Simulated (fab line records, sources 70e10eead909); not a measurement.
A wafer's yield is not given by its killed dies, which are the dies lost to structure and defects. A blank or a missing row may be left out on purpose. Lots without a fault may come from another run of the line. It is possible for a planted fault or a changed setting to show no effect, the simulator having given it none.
fab line records | flow nandHarc
record: lots: 11 | wafers: 33 | lastDay: 32
route steps=1302 shown A_STAIRCASE@651 END@1302
lots untouched by any fault: they come from a run of this same line in which no faults occurred
startH: the number of hours between the record's first day and the start of the first shown wafer of the lot | waitH: time in hours since the lot's previous step | " repeats the value in the row above | L1.1+2: several wafers, shown together as one row | - no value, or no start given | * or withheld: withheld | < > ~ a bound
route shown NAME@n: NAME is a module with steps in the file, n the number in the route of the first one | usual: the fault-free wafers' mean and standard deviation | same: alike in all rows | chamber/n: place in a boat | sites: each site's reading | _std_site: the standard deviation of these | _edge_site: inner sites' mean taken away from outer sites' mean | radiusMm: for every site, how far away it sits from the centre of the wafer | mask NAME#n: copy n | behind: tool/chamber where the wafer was last shaped | hold: cause of the lot's hold/its duration in hours/its outcome | device: which transistor (n, p or np) failed to switch | end of line: the same wafers' tests at the end of the route | a step given without rows: its recipe and nothing more | killed: dies lost to structure and defects at the first sort, not the wafer's yield | map: the dies of a wafer, with x for killed, . for not killed, _ for no die there
set.NAME: the run value of the setting; set.NAME@STEP: its run value at that earlier step | model.NAME: the simulator's own value behind a step, which no gauge read
one table for each step of the route and one row for each wafer, over a sample of lots
services: the hour from which a tool's chamber was out of use, counted from the record's first day as startH (under 0 if before that day), plus the number of hours and why
== steps ==
step: NHARC_A_STAIRCASE_ETCH_169
recipe: targetDepthA: 500 | timeS: 107.1 | ionEnergyEv: 120 | ch3fFlowSccm: 50 | o2FlowSccm: 30 | arFlowSccm: 200 | rfW: 500 | biasW: 100 | chemistry: CH3F/O2
usual: chamberPressureMTorr: 24.996/0.021 | drypumpMotorCurrentA: 5.5/0.41 | oesProductAu: 0.956/0.018 | rfVppV: 244.8/1.3 | showerheadPlenumPTorr: 2.48/0.084 | throttleValvePct: 20.663/0.01
lot.wafer | tool       | chamber | startH | waitH | chamberPressureMTorr | drypumpMotorCurrentA | oesProductAu | rfHoursCounterH | rfVppV | showerheadPlenumPTorr | throttleValvePct
L981.3    | rieDiel-07 | 1       | 369.51 | 0.1   | 24.994               | 5.0                  | 0.981        | 19              | 245.0  | 2.52                  | 20.656
L981.6    | "          | 0       | "      | "     | 24.969               | 6.2                  | 0.952        | -               | 246.9  | 2.61                  | 20.674
L981.5    | "          | 1       | "      | "     | 24.985               | 5.0                  | 0.976        | -               | 244.6  | 2.53                  | 20.659
L980.1    | rieDiel-06 | 3       | 369.80 | 0.1   | 24.969               | 5.9                  | 0.958        | 18              | 245.0  | 2.44                  | 20.670
L980.4    | "          | 1       | "      | "     | 24.975               | 5.7                  | 0.981        | 19              | 243.7  | 2.44                  | 20.668
L980.3    | "          | 2       | "      | "     | 24.986               | 6.6                  | 0.947        | 18              | 244.3  | 2.40                  | 20.660
L984.1    | rieDiel-07 | 2       | 399.46 | 0.1   | 25.003               | 5.2                  | 0.958        | 31              | 244.2  | 2.55                  | 20.676
L984.5    | "          | 1       | "      | "     | 24.999               | 5.0                  | 0.952        | -               | 245.2  | 2.52                  | 20.664
L984.6    | "          | 2       | "      | "     | 24.979               | 5.2                  | 0.965        | -               | 245.2  | 2.55                  | 20.656
L983.4    | rieDiel-07 | 2       | 399.51 | 0.1   | 25.009               | 5.3                  | 0.939        | 31              | 245.3  | 2.55                  | 20.654
L983.3    | "          | 3       | "      | "     | 24.983               | 5.3                  | 0.941        | 30              | 245.0  | 2.42                  | 20.661
L983.6    | "          | 2       | "      | "     | 25.013               | 5.2                  | 0.943        | -               | 244.5  | 2.55                  | 20.657
L988.2    | rieDiel-06 | 1       | 453.43 | 0.1   | 24.993               | 5.7                  | 0.955        | 54              | 244.8  | 2.43                  | 20.669
L988.1    | "          | 3       | "      | "     | 24.978               | 5.9                  | 0.951        | 52              | 244.1  | 2.43                  | 20.668
L988.3    | "          | 3       | "      | "     | 25.038               | 5.9                  | 0.938        | -               | 246.2  | 2.43                  | 20.661
L989.3    | rieDiel-07 | 2       | 453.70 | 0.2   | 24.978               | 5.2                  | 0.920        | 46              | 244.9  | 2.54                  | 20.666
L989.5    | "          | 1       | "      | "     | 24.998               | 5.0                  | 0.936        | -               | 244.6  | 2.52                  | 20.662
L989.6    | "          | 2       | "      | "     | 24.970               | 5.2                  | 0.924        | -               | 245.9  | 2.54                  | 20.675
L990.2    | rieDiel-07 | 1       | 457.87 | 0.1   | 24.984               | 5.0                  | 0.975        | 43              | 243.4  | 2.51                  | 20.653
L990.5    | "          | 2       | "      | "     | 24.980               | 5.2                  | 0.971        | -               | 246.5  | 2.54                  | 20.676
L990.6    | "          | 3       | "      | "     | 24.994               | 5.3                  | 0.954        | -               | 244.1  | 2.42                  | 20.659
L997.4    | rieDiel-07 | 3       | 533.22 | 0.1   | 25.003               | 5.3                  | 0.931        | 16              | 243.1  | 2.41                  | 20.670
L997.6    | "          | 1       | "      | "     | 24.991               | 5.0                  | 0.924        | -               | 245.2  | 2.51                  | 20.660
L997.5    | "          | 2       | "      | "     | 25.027               | 5.2                  | 0.931        | -               | 245.2  | 2.53                  | 20.672
L999.1    | rieDiel-07 | 3       | 557.87 | 0.1   | 24.968               | 5.3                  | 0.956        | 22              | 243.7  | 2.41                  | 20.663
L999.4    | "          | 0       | "      | "     | 25.012               | 6.1                  | 0.968        | 24              | 247.0  | 2.59                  | 20.661
L999.3    | "          | 2       | "      | "     | 24.978               | 5.2                  | 0.965        | 22              | 247.0  | 2.53                  | 20.668
L998.1    | rieDiel-07 | 0       | 558.21 | 0.1   | 25.048               | 6.1                  | 0.948        | 24              | 245.5  | 2.58                  | 20.649
L998.2    | "          | 1       | "      | "     | 24.994               | 5.0                  | 0.960        | 24              | 245.3  | 2.50                  | 20.646
L998.4    | "          | 2       | "      | "     | 25.033               | 5.3                  | 0.975        | 22              | 247.0  | 2.53                  | 20.665
L100.3    | rieDiel-08 | 0       | 566.93 | 0.1   | 25.000               | 5.2                  | 1.000        | 2               | 245.2  | 2.44                  | 20.678
L100.1    | "          | 3       | "      | "     | 24.968               | 5.5                  | 0.970        | 3               | 242.0  | 2.29                  | 20.657
L100.5    | "          | 0       | "      | "     | 25.024               | 5.2                  | 0.995        | -               | 245.3  | 2.44                  | 20.660
step: NHARC_A_STAIRCASE_ETCH_15
recipe: targetDepthA: 1000 | timeS: 40.5 | ionEnergyEv: 400 | c4f8FlowSccm: 20 | o2FlowSccm: 10 | arFlowSccm: withheld | rfW: 600 | biasW: 1000 | chemistry: C4F8/O2
usual: chamberPressureMTorr: 25.002/0.022 | oesProductAu: 0.937/0.012 | rfVppV: 897/4.1
lot.wafer | tool       | chamber | startH | waitH | chamberPressureMTorr | oesProductAu | rfHoursCounterH | rfVppV
L981.3    | rieDiel-07 | 3       | -      | -     | 25.013               | 0.925        | 20              | 895
L981.5    | "          | 0       | "      | "     | 24.999               | 0.941        | -               | 902
L981.6    | "          | 1       | "      | "     | 25.036               | 0.940        | -               | 900
L980.4    | rieDiel-06 | 2       | -      | -     | 24.992               | 0.918        | 19              | 894
L980.3    | "          | 3       | "      | "     | 24.992               | 0.931        | 19              | 895
L980.1    | "          | 1       | "      | "     | 24.987               | 0.953        | 20              | 896
L984.1    | rieDiel-06 | 1       | -      | -     | 25.001               | 0.950        | 32              | 895
L984.5    | "          | 0       | "      | "     | 24.963               | 0.928        | -               | 902
L984.6    | "          | 1       | "      | "     | 25.019               | 0.940        | -               | 896
L983.3    | rieDiel-07 | 0       | -      | -     | 24.974               | 0.915        | 27              | 904
L983.4    | "          | 1       | "      | "     | 25.002               | 0.940        | 29              | 898
L983.6    | "          | 2       | "      | "     | 24.991               | 0.933        | -               | 899
L988.2    | rieDiel-08 | 0       | -      | -     | 25.002               | 0.936        | 21              | 896
L988.3    | "          | 2       | "      | "     | 24.991               | 0.946        | 25              | 895
L988.1    | "          | 3       | "      | "     | 24.997               | 0.932        | 29              | 889
L989.3    | rieDiel-08 | 1       | -      | -     | 25.044               | 0.949        | 29              | 898
L989.5    | "          | 0       | "      | "     | 25.009               | 0.944        | -               | 896
L989.6    | "          | 1       | "      | "     | 25.007               | 0.938        | -               | 897
L990.2    | rieDiel-07 | 3       | -      | -     | 24.972               | 0.921        | 45              | 893
L990.6    | "          | 3       | "      | "     | 25.023               | 0.937        | -               | 893
L990.5    | "          | 0       | "      | "     | 25.003               | 0.923        | -               | 904
L997.4    | rieDiel-07 | 1       | -      | -     | 24.969               | 0.942        | 19              | 898
L997.5    | "          | 1       | "      | "     | 25.009               | 0.926        | -               | 897
L997.6    | "          | 2       | "      | "     | 24.975               | 0.936        | -               | 899
L999.3    | rieDiel-07 | 3       | -      | -     | 25.016               | 0.942        | 22              | 892
L999.1    | "          | 0       | "      | "     | 24.986               | 0.941        | 24              | 902
L999.4    | "          | 1       | "      | "     | 25.023               | 0.947        | 24              | 897
L998.2    | rieDiel-08 | 3       | -      | -     | 24.982               | 0.948        | 1               | 888
L998.4    | "          | 0       | "      | "     | 24.996               | 0.961        | 1               | 894
L998.1    | "          | 1       | "      | "     | 25.036               | 0.952        | 1               | 897
L100.1    | rieDiel-07 | 1       | -      | -     | 25.025               | 0.936        | 31              | 899
L100.3    | "          | 2       | "      | "     | 25.022               | 0.939        | 29              | 899
L100.5    | "          | 3       | "      | "     | 25.021               | 0.943        | -               | 893
step: NHARC_A_STAIRCASE_TRIM_16
recipe: timeS: 211.2 | o2FlowSccm: 500 | arFlowSccm: 0 | biasW: 0 | chemistry: O2
usual: chamberPressureMTorr: 60.00/0.056 | drypumpMotorCurrentA: 5.6/0.45 | oesProductAu: 0.997/0.01 | rfVppV: 57.9/0.94 | showerheadPlenumPTorr: 3.54/0.11 | throttleValvePct: 17.036/0.0088
same: biasW: 0
lot.wafer | tool       | chamber | startH | waitH | chamberPressureMTorr | drypumpMotorCurrentA | oesProductAu | rfHoursCounterH | rfVppV | showerheadPlenumPTorr | throttleValvePct
L981.3    | rieDiel-07 | 3       | -      | -     | 59.91                | 5.3                  | 0.978        | 20              | 58.0   | 3.48                  | 17.033
L981.5    | "          | 1       | "      | "     | 59.92                | 5.0                  | 0.990        | -               | 56.5   | 3.62                  | 17.043
L981.6    | "          | 2       | "      | "     | 59.92                | 5.2                  | 0.992        | -               | 58.4   | 3.66                  | 17.023
L980.3    | rieDiel-06 | 1       | -      | -     | 60.22                | 5.7                  | 1.011        | 20              | 59.6   | 3.50                  | 17.020
L980.1    | "          | 2       | "      | "     | 59.96                | 6.7                  | 0.982        | 19              | 57.7   | 3.45                  | 17.038
L980.4    | "          | 3       | "      | "     | 59.96                | 5.9                  | 1.003        | 19              | 57.1   | 3.50                  | 17.041
L983.4    | rieDiel-07 | 0       | -      | -     | 59.99                | 6.2                  | 0.984        | 27              | 59.4   | 3.73                  | 17.036
L983.3    | "          | 1       | "      | "     | 60.00                | 5.1                  | 1.007        | 29              | 57.4   | 3.61                  | 17.037
L983.6    | "          | 1       | "      | "     | 60.04                | 5.1                  | 0.998        | -               | 57.4   | 3.61                  | 17.025
L984.1    | rieDiel-06 | 1       | -      | -     | 59.99                | 5.7                  | 1.019        | 32              | 58.6   | 3.50                  | 17.050
L984.5    | "          | 3       | "      | "     | 59.85                | 5.9                  | 0.982        | -               | 58.8   | 3.49                  | 17.039
L984.6    | "          | 0       | "      | "     | 60.04                | 5.5                  | 0.999        | -               | 58.1   | 3.72                  | 17.044
L988.1    | rieDiel-08 | 1       | -      | -     | 59.96                | 5.8                  | 1.000        | 28              | 58.3   | 3.57                  | 17.039
L988.2    | "          | 3       | "      | "     | 59.97                | 5.5                  | 1.000        | 29              | 56.7   | 3.32                  | 17.038
L988.3    | "          | 0       | "      | "     | 60.00                | 5.2                  | 1.009        | 21              | 58.1   | 3.52                  | 17.042
L989.3    | rieDiel-08 | 1       | -      | -     | 59.91                | 5.7                  | 1.019        | 29              | 57.6   | 3.57                  | 17.030
L989.5    | "          | 3       | "      | "     | 59.99                | 5.5                  | 0.992        | -               | 56.6   | 3.32                  | 17.037
L989.6    | "          | 0       | "      | "     | 59.99                | 5.3                  | 0.999        | -               | 56.5   | 3.52                  | 17.046
L990.2    | rieDiel-07 | 3       | -      | -     | 60.00                | 5.3                  | 0.984        | 45              | 55.7   | 3.47                  | 17.041
L990.5    | "          | 3       | "      | "     | 59.89                | 5.3                  | 0.990        | -               | 57.7   | 3.47                  | 17.038
L990.6    | "          | 0       | "      | "     | 59.94                | 6.1                  | 0.997        | -               | 58.4   | 3.72                  | 17.036
L997.4    | rieDiel-07 | 1       | -      | -     | 60.01                | 5.1                  | 0.995        | 19              | 58.7   | 3.59                  | 17.031
L997.5    | "          | 2       | "      | "     | 60.01                | 5.2                  | 1.005        | -               | 59.1   | 3.63                  | 17.038
L997.6    | "          | 3       | "      | "     | 59.92                | 5.3                  | 0.998        | -               | 57.7   | 3.46                  | 17.046
L999.3    | rieDiel-07 | 3       | -      | -     | 59.93                | 5.3                  | 0.992        | 22              | 57.5   | 3.45                  | 17.041
L999.1    | "          | 0       | "      | "     | 59.98                | 6.2                  | 0.982        | 24              | 57.4   | 3.70                  | 17.042
L999.4    | "          | 1       | "      | "     | 60.04                | 5.1                  | 0.991        | 25              | 59.1   | 3.59                  | 17.038
L998.2    | rieDiel-08 | 0       | -      | -     | 59.95                | 5.2                  | 1.003        | 1               | 59.1   | 3.50                  | 17.038
L998.4    | "          | 1       | "      | "     | 60.03                | 5.8                  | 0.996        | 1               | 56.5   | 3.56                  | 17.047
L998.1    | "          | 3       | "      | "     | 60.06                | 5.6                  | 0.992        | 1               | 57.4   | 3.30                  | 17.036
L100.1    | rieDiel-07 | 2       | -      | -     | 60.05                | 5.3                  | 0.993        | 29              | 58.8   | 3.62                  | 17.019
L100.3    | "          | 3       | "      | "     | 59.91                | 5.3                  | 0.996        | 27              | 58.2   | 3.45                  | 17.055
L100.5    | "          | 3       | "      | "     | 60.02                | 5.3                  | 0.995        | -               | 57.1   | 3.45                  | 17.054
step: NHARC_A_STAIRCASE_TRIM_26
recipe: timeS: 211.2 | o2FlowSccm: 500 | arFlowSccm: 0 | biasW: 0 | chemistry: O2
usual: biasW: 0/0 | chamberPressureMTorr: 60.00/0.054 | drypumpMotorCurrentA: 5.6/0.44 | oesProductAu: 0.996/0.012 | rfVppV: 57.8/0.92 | showerheadPlenumPTorr: 3.54/0.11 | throttleValvePct: 17.037/0.0097
lot.wafer | tool       | chamber | startH | waitH | biasW | chamberPressureMTorr | drypumpMotorCurrentA | oesProductAu | rfHoursCounterH | rfVppV | showerheadPlenumPTorr | throttleValvePct
L981.3    | rieDiel-07 | 2       | 373.09 | -     | 0     | 59.95                | 5.3                  | 0.997        | 22              | 58.8   | 3.66                  | 17.022
L981.5    | "          | 3       | "      | "     | 0     | 60.03                | 5.3                  | 0.982        | -               | 58.9   | 3.48                  | 17.041
L981.6    | "          | 0       | "      | "     | 0     | 59.99                | 6.2                  | 0.990        | -               | 57.2   | 3.73                  | 17.040
L980.4    | rieDiel-06 | 1       | 373.96 | -     | 0     | 59.92                | 5.7                  | 1.015        | 21              | 57.0   | 3.50                  | 17.050
L980.1    | "          | 2       | "      | "     | 0     | 60.01                | 6.6                  | 0.991        | 19              | 58.3   | 3.45                  | 17.036
L980.3    | "          | 0       | "      | "     | 0     | 59.92                | 5.5                  | 1.005        | 19              | 58.2   | 3.73                  | 17.025
L983.4    | rieDiel-06 | 0       | 404.53 | -     | 0     | 60.04                | 5.5                  | 1.004        | 35              | 56.4   | 3.72                  | 17.041
L983.3    | "          | 1       | "      | "     | 0     | 60.02                | 5.7                  | 1.015        | 34              | 57.4   | 3.49                  | 17.045
L983.6    | "          | 3       | "      | "     | 0     | 59.97                | 5.9                  | 0.995        | -               | 56.9   | 3.49                  | 17.040
L984.1    | rieDiel-08 | 1       | 404.83 | -     | 0     | 59.94                | 5.7                  | 1.015        | 11              | 56.8   | 3.58                  | 17.034
L984.5    | "          | 0       | "      | "     | 0     | 60.04                | 5.2                  | 1.004        | -               | 56.0   | 3.53                  | 17.047
L984.6    | "          | 1       | "      | "     | 0     | 60.04                | 5.8                  | 1.017        | -               | 58.7   | 3.58                  | 17.026
L988.3    | rieDiel-07 | 0       | 457.27 | -     | -     | -                    | -                    | -            | -               | -      | -                     | -
L988.2    | "          | 1       | "      | "     | -     | -                    | -                    | -            | -               | -      | -                     | -
L988.1    | "          | 2       | "      | "     | -     | -                    | -                    | -            | -               | -      | -                     | -
L989.3    | rieDiel-08 | 1       | 457.58 | -     | -     | -                    | -                    | -            | -               | -      | -                     | -
L989.5    | "          | 0       | "      | "     | -     | -                    | -                    | -            | -               | -      | -                     | -
L989.6    | "          | 1       | "      | "     | -     | -                    | -                    | -            | -               | -      | -                     | -
L990.2    | rieDiel-08 | 1       | 462.25 | -     | -     | -                    | -                    | -            | -               | -      | -                     | -
L990.5    | "          | 2       | "      | "     | -     | -                    | -                    | -            | -               | -      | -                     | -
L990.6    | "          | 3       | "      | "     | -     | -                    | -                    | -            | -               | -      | -                     | -
L997.4    | rieDiel-07 | 2       | 537.18 | -     | 0     | 59.91                | 5.2                  | 0.996        | 18              | 57.6   | 3.63                  | 17.045
L997.5    | "          | 2       | "      | "     | 0     | 60.03                | 5.2                  | 0.990        | -               | 58.5   | 3.63                  | 17.039
L997.6    | "          | 3       | "      | "     | 0     | 59.99                | 5.3                  | 0.989        | -               | 59.1   | 3.46                  | 17.025
L999.1    | rieDiel-07 | 3       | 561.50 | -     | 0     | 59.97                | 5.2                  | 0.997        | 23              | 57.8   | 3.45                  | 17.039
L999.4    | "          | 0       | "      | "     | 0     | 60.00                | 6.2                  | 0.997        | 25              | 56.9   | 3.70                  | 17.047
L999.3    | "          | 2       | "      | "     | 0     | 60.00                | 5.2                  | 1.005        | 23              | 58.2   | 3.63                  | 17.051
L998.2    | rieDiel-08 | 0       | 561.81 | -     | 0     | 60.08                | 5.2                  | 1.020        | 1               | 57.6   | 3.50                  | 17.033
L998.4    | "          | 1       | "      | "     | 0     | 60.06                | 5.8                  | 1.014        | 1               | 56.3   | 3.56                  | 17.039
L998.1    | "          | 2       | "      | "     | 0     | 59.96                | 5.4                  | 0.994        | 2               | 57.9   | 3.47                  | 17.039
L100.1    | rieDiel-08 | 3       | 573.20 | -     | 0     | 59.94                | 5.6                  | 1.000        | 4               | 55.0   | 3.30                  | 17.030
L100.3    | "          | 0       | "      | "     | 0     | 59.96                | 5.2                  | 1.018        | 4               | 57.8   | 3.50                  | 17.048
L100.5    | "          | 3       | "      | "     | 0     | 60.05                | 5.6                  | 1.000        | -               | 57.1   | 3.30                  | 17.039
step: NHARC_END_SORT_01
recipe: tempC: 25
usual: killedAtArray: 58/20 | killedAtOther: 1.0/1.2 | killedAtPeriphery: 4.1/3 | killedDies: 63/20 | killedOpen: 3.2/1.7 | killedShort: 2.5/1.5
same: grossDies: 677
lot.wafer | tool      | chamber | startH | waitH | killedAtArray | killedAtOther | killedAtPeriphery | killedDies | killedOpen | killedShort
L988.1    | prober-01 | 0       | 658.84 | 2.5   | 669           | 2             | 6                 | 677        | 2          | 4
L988.2    | prober-01 | 0       | 659.64 | 2.8   | 664           | 3             | 10                | 677        | 5          | 1
L988.3    | prober-01 | 0       | 660.44 | 3.1   | 669           | 1             | 7                 | 677        | 6          | 1
L990.2    | prober-02 | 0       | 659.69 | 2.8   | 666           | 0             | 11                | 677        | 5          | 2
L990.5    | prober-02 | 0       | 662.12 | 3.7   | 669           | 0             | 8                 | 677        | 1          | 4
L990.6    | prober-02 | 0       | 662.93 | 4.1   | 666           | 1             | 10                | 677        | 7          | 4
L989.3    | prober-01 | 0       | 669.10 | 3.1   | 670           | 0             | 7                 | 677        | 1          | 2
L989.5    | prober-01 | 0       | 670.69 | 3.7   | 668           | 0             | 9                 | 677        | 3          | 2
L989.6    | prober-01 | 0       | 671.48 | 4.0   | 671           | 2             | 4                 | 677        | 0          | 2
killed by level:class
L988.1 A_STAIRCASE:areaTrim=606 A_SLIT:chamberFilmFlake=38 A_CHANNEL_HOLE_D1:chamberFilmFlake=6 A_CONTACT:chamberFilmFlake=6 P_ZERO_WELL:chamberFilmFlake=3 A_CHANNEL_HOLE_D2:chamberFilmFlake=3 A_STAIRCASE:chamberFilmFlake=3 THIN_TSV:chamberFilmFlake=2
L988.2 A_STAIRCASE:areaTrim=605 A_SLIT:chamberFilmFlake=33 A_CHANNEL_HOLE_D1:chamberFilmFlake=7 A_CONTACT:chamberFilmFlake=6 P_ZERO_WELL:chamberFilmFlake=5 A_CHANNEL_HOLE_D2:chamberFilmFlake=5 THIN_TSV:chamberFilmFlake=3 P_CONTACT:geometricParticle:open=2
L990.2 A_STAIRCASE:areaTrim=634 A_CHANNEL_HOLE_D1:chamberFilmFlake=26 P_BONDPAD:chamberFilmFlake=4 P_M0:geometricParticle:open=2 P_GATE:chamberFilmFlake=2 A_STAIRCASE:chamberFilmFlake=2 P_GATE:geometricParticle:open=1 P_CONTACT:geometricParticle:short=1
L988.3 A_STAIRCASE:areaTrim=604 A_SLIT:chamberFilmFlake=35 A_CHANNEL_HOLE_D2:chamberFilmFlake=6 A_CHANNEL_HOLE_D1:chamberFilmFlake=6 A_STAIRCASE:chamberFilmFlake=6 P_ZERO_WELL:chamberFilmFlake=4 A_CONTACT:chamberFilmFlake=4 A_CHANNEL_FILL_D2:geometricParticle:open=2
L990.5 A_STAIRCASE:areaTrim=634 A_CHANNEL_HOLE_D1:chamberFilmFlake=22 P_BONDPAD:chamberFilmFlake=6 A_STAIRCASE:chamberFilmFlake=5 A_ONON_D1:geometricParticle:short=1 A_DECK1_JOINT:geometricParticle:open=1 A_CHANNEL_HOLE_D2:geometricParticle:short=1 A_CHANNEL_FILL_D2:geometricParticle:short=1
L990.6 A_STAIRCASE:areaTrim=626 A_CHANNEL_HOLE_D1:chamberFilmFlake=25 P_BONDPAD:chamberFilmFlake=3 A_CONTACT:chamberFilmFlake=3 A_ONON_D2:geometricParticle:short=2 A_CHANNEL_HOLE_D2:geometricParticle:open=2 P_CONTACT:chamberFilmFlake=2 P_GATE:geometricParticle:short=1
L989.3 A_STAIRCASE:areaTrim=605 A_SLIT:chamberFilmFlake=30 A_CHANNEL_HOLE_D2:chamberFilmFlake=17 A_CONTACT:chamberFilmFlake=8 A_CHANNEL_HOLE_D1:chamberFilmFlake=6 P_GATE:geometricParticle:short=2 P_STI:chamberFilmFlake=2 P_M2:chamberFilmFlake=2
L989.5 A_STAIRCASE:areaTrim=593 A_SLIT:chamberFilmFlake=40 A_CHANNEL_HOLE_D2:chamberFilmFlake=16 A_CHANNEL_HOLE_D1:chamberFilmFlake=9 A_CONTACT:chamberFilmFlake=5 P_STI:chamberFilmFlake=3 A_M0:geometricParticle:open=2 P_M2:chamberFilmFlake=2
L989.6 A_STAIRCASE:areaTrim=604 A_SLIT:chamberFilmFlake=36 A_CHANNEL_HOLE_D2:chamberFilmFlake=15 A_CONTACT:chamberFilmFlake=8 P_STI:chamberFilmFlake=3 A_CHANNEL_HOLE_D1:chamberFilmFlake=2 A_DECK1_JOINT:chamberFilmFlake=2 A_STAIRCASE:chamberFilmFlake=2
== services ==
tool       | chamber | startH | hours | kind
rieDiel-07 | 0       | 352.35 | -     | clean
rieDiel-07 | 1       | 352.35 | -     | clean
rieDiel-07 | 2       | 352.35 | -     | clean
rieDiel-07 | 3       | 352.35 | -     | clean
rieDiel-08 | 2       | 353.29 | 3.9   | repair
rieDiel-06 | 2       | 355.50 | 4.1   | repair
rieDiel-08 | -       | 371.10 | 9.0   | pm
rieDiel-07 | 0       | 376.86 | -     | clean
rieDiel-07 | 1       | 376.86 | -     | clean
rieDiel-07 | 2       | 376.86 | -     | clean
rieDiel-07 | 3       | 376.86 | -     | clean
rieDiel-08 | 2       | 393.50 | 11.2  | repair
rieDiel-08 | 0       | 393.82 | 3.0   | repair
rieDiel-07 | 0       | 401.36 | -     | clean
rieDiel-07 | 1       | 401.36 | -     | clean
rieDiel-08 | 1       | 416.73 | 3.3   | repair
rieDiel-07 | 1       | 442.29 | 7.0   | repair
rieDiel-07 | -       | 471.29 | 9.0   | pm
rieDiel-06 | -       | 484.74 | 9.0   | pm
rieDiel-08 | 1       | 507.94 | 34.1  | repair
rieDiel-08 | -       | 510.07 | 0.4   | repair
rieDiel-08 | -       | 548.92 | 9.0   | pm
rieDiel-06 | -       | 552.38 | 2.1   | repair
rieDiel-06 | 3       | 573.18 | 5.0   | repair
== key ==
firstSign: step: NHARC_A_STAIRCASE_TRIM_26 | reading: toolRecord | direction: missing
effect: step: NHARC_END_SORT_01 | reading: killedDies | direction: up | sigmas: 31 | usual: 63 | struck: 677
moreKillsBornAt: NHARC_A_STAIRCASE_TRIM_26@rieDiel-08: 3691 | NHARC_A_STAIRCASE_TRIM_26@rieDiel-07: 1815
metAt NHARC_A_STAIRCASE_TRIM_26
struckLots L988,L989,L990
laterRowsLeftOut L988.1,L988.2,L988.3,L989.3,L989.5,L989.6,L990.2,L990.5,L990.6
testerLeftOut L988,L989,L990
notActingAt NHARC_A_STAIRCASE_ETCH_169,NHARC_A_STAIRCASE_ETCH_15,NHARC_A_STAIRCASE_TRIM_16
onsetBetween 404.83 457.27
fault: kind: skippedStepWhole | tool: rieDiel-07,rieDiel-08 | chamber: - | onsetH: 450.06 | steps: NHARC_A_STAIRCASE_TRIM_26 | scope: struckLotsOnly
testerLeftOut: of these lots the tester's yield and bins aren't shown, on N5 and GAA mostly nor the transistor test; their killed dies are dies lost to structure and defects alone, not to doping, threshold or leakage, so they don't give the yield
laterRowsLeftOut: the simulator's readings of these wafers behind a module that went badly wrong aren't trusted and aren't shown, but for the sort
